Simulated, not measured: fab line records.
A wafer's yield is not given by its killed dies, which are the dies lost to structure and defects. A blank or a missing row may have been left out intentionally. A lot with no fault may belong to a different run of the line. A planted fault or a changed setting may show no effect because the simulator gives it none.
Chamber matching | flow n5-finfet | 4 sister chambers for N5_GATE_CUT_CMP_02 on cmp-04
The step polishes, stops on SiO2, t overpolish 12.7 s, target thk 0 nm. 8 wafers are shown with their chamber, then 12 later ones without.

## WAFERS, EACH WITH ITS CHAMBER
wafer  | chamber | motor-current-A (A) | time-to-endpoint-s (s)
L081.4 | 1       | 8.7                 | 26.2
L082.6 | 2       | 8.8                 | 25.3
L083.2 | 2       | 8.9                 | 23.6
L084.5 | 0       | 10.1                | 23.5
L084.6 | 1       | 8.6                 | 27.7
L088.1 | 3       | 9.0                 | 21.1
L088.4 | 0       | 10.3                | 23.3
L088.5 | 3       | 8.8                 | 22.6

## WAFERS WITH NO CHAMBER GIVEN
wafer  | motor-current-A (A) | time-to-endpoint-s (s)
L089.3 | 8.5                 | 23.1
L089.5 | 8.5                 | 22.1
L089.6 | 9.1                 | 26.7
L091.2 | 10.3                | 25.7
L091.3 | 8.9                 | 27.5
L091.6 | 10.5                | 25.0
L092.2 | 8.3                 | 25.5
L092.3 | 8.6                 | 22.7
L092.4 | 9.1                 | 26.3
L097.1 | 9.1                 | 26.4
L097.4 | 7.6                 | 25.1
L097.5 | 9.0                 | 28.7

## WHICH CHAMBER EACH ONE RAN IN
wafer  | from the rows above          | in truth
L089.3 | can't be placed: 2 or 3 or 1 | 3
L089.5 | can't be placed: 3 or 2 or 1 | 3
L089.6 | can't be placed: 2 or 1      | 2
L091.2 | 0                            | 0
L091.3 | can't be placed: 1 or 2      | 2
L091.6 | 0                            | 0
L092.2 | can't be placed: 1 or 2      | 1
L092.3 | can't be placed: 3 or 2 or 1 | 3
L092.4 | can't be placed: 2 or 1      | 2
L097.1 | can't be placed: 2 or 1      | 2
L097.4 | can't be placed: 1 or 2      | 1
L097.5 | can't be placed: 1 or 2      | 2
2 of 12 placed correctly. Not placeable from these rows: 10 (in 10, the candidates include the true chamber). 0 placed wrongly.
How it was worked out, from the rows above alone: a wafer's distance from a chamber is the root of the sum, over the readings, of the square of ((its reading less the chamber's mean) divided by the reading's scatter). The wafer belongs to the nearest chamber; if the next one is less than 2 further off, it can't be placed. The mean given for a chamber averages the wafers shown for that chamber. The scatter is the square root of a quotient: the sum, over the shown wafers, of each reading's squared deviation from its chamber's mean, divided by wafers minus chambers.
